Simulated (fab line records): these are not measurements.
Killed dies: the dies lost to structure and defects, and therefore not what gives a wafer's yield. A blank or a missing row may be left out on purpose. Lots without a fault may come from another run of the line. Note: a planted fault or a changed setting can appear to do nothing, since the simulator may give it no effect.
Comparing a struck lot with a sound one -- flow nand harc -- 27 out of 1302 route steps
Sound: the wafers L513.1, L513.3, L513.5. The struck wafers were L519.1, L519.2, L519.5. Last of all comes the cause.
Each step with rows lists, per side, the tool, then ch with its chambers, then its first start. Under that, the readings that differ: sound wafers -- struck wafers -- difference of the means -- sigmas: that difference in standard deviations of wafers without a fault.
alike: same words and numbers on both sides, and readings whose means sit less than 2 such deviations apart. not compared: any withheld reading, any reading some wafer has no value for, any bound like >300 that may hide the same value, and any number with overlapping values for which the record gives no deviation.
A row with sigmas, a row that says differs or no value, or rows on one side alone: a step with any of these is where the two part. Numbers that have no deviation but don't overlap get no sigmas and don't part them. A reading missing from all wafers of one side parts the sides only when that side holds two or more wafers.

NHARC_P_ZERO_WELL_DESCUM_54: chemistry O2, time 3 s.
  sound on rie diel-04 ch 1,2,3, day 5 09:55; struck on rie diel-04 ch 0,1,3, day 7 22:04
  alike: drypump motor current A, oes product au, rf vpp V, showerhead plenum p Torr, throttle valve pct
  not compared: rf hours counter h
then, 5 steps without rows for these wafers: NHARC_P_ZERO_WELL_IMPLANT_55; NHARC_P_ZERO_WELL_IMPLANT_61; NHARC_P_ZERO_WELL_STRIP_56 (strips in SPM, time 840 s); NHARC_P_ZERO_WELL_PRECLEAN_68 (cleans in SC1, time 60 s); NHARC_P_ZERO_WELL_SRD_69.
NHARC_P_ZERO_WELL_RTA_42: time 300 s.
  sound on rtp anneal-01 ch 0, day 5 10:53; struck on rtp anneal-02 ch 0, day 7 23:02
reading,sound,struck,difference,sigmas
lamp power pct (%),35 35 35,43 43 43,+8,+2
lamp_zone_7_pct (%),35 35 35,43 43 43,+8,+2
  alike: wafer_temp_C_max
NHARC_P_ZERO_WELL_INSPECT_43:
  sound on defect inspect-02 at day 5 11:33; struck on defect inspect-02 at day 7 23:43
  alike: raw defect count
then, 4 steps without rows for these wafers: NHARC_P_STI_ETCH_26 (etches SiO2 in dHF, target depth 11 nm); NHARC_P_STI_PRECLEAN_27 (cleans in SC1); NHARC_P_STI_SRD_28; NHARC_P_STI_OXIDE_29 (material SiO2, target thk 10 nm, ox time 1362 s).
NHARC_P_STI_HM_DEP_30: deposits Si3N4, target thk 80 nm, time 873 s.
  sound on lpcvd-02 ch 0, day 5 23:16; struck on lpcvd-01 ch 0, day 8 11:06
  alike: susceptor temp C
then, 9 steps without rows for these wafers: NHARC_P_STI_DEHYDRATE_01 (time 120 s); NHARC_P_STI_HMDS_02 (time 30 s); NHARC_P_STI_COAT_41 (time 65 s); NHARC_P_STI_COAT_03 (resist thk 600 nm); NHARC_P_STI_SOFTBAKE_04 (time 70 s); NHARC_P_STI_EBR_05; NHARC_P_STI_EXPOSE_06 (exposes mask P STI, target cd 200 nm); NHARC_P_STI_PEB_07 (peb time 80 s); NHARC_P_STI_DEVELOP_08 (time 50 s).
NHARC_P_STI_CD_MEAS_09: the cd target is 200 nm.
  sound on cd sem-02 ch 0, day 6 04:53; struck on cd sem-03 ch 0, day 8 15:12
  alike: cd nm
NHARC_P_STI_OVL_MEAS_10:
  sound on overlay-01 at day 6 04:59; struck on overlay-01 at day 8 15:17
reading,sound,struck,difference,sigmas
overlay x nm (nm),0 0 0,-9 -10 -10,-10,-2
  alike: overlay y nm
NHARC_P_STI_INSPECT_11:
  sound on defect inspect-02 at day 6 05:01; struck on defect inspect-01 at day 8 15:20
reading,sound,struck,difference,sigmas
raw defect count,6 2 7,26 19 30,+20,+7
then, 1 step without rows for these wafers: NHARC_P_STI_HARDBAKE_13 (time 65 s).
-- jump in the record: it breaks off in module P_STI and resumes in module END (first step shown: number 1302 of the route), and 21 days separate the struck wafers' starts before and after --
NHARC_END_SORT_01:
  sound on prober-01 ch 0, day 27 18:59; struck on prober-01 ch 0, day 29 21:38
reading,sound,struck,difference,sigmas
killed at periphery,11 7 10,17 13 15,+6,+2
  alike: killed at array, killed at other, killed dies, killed open, killed short

== WHERE THEY PART ==
Earliest at NHARC_P_ZERO_WELL_RTA_42; latest, in this record, at NHARC_END_SORT_01.

WHY: the cause the simulator had injected
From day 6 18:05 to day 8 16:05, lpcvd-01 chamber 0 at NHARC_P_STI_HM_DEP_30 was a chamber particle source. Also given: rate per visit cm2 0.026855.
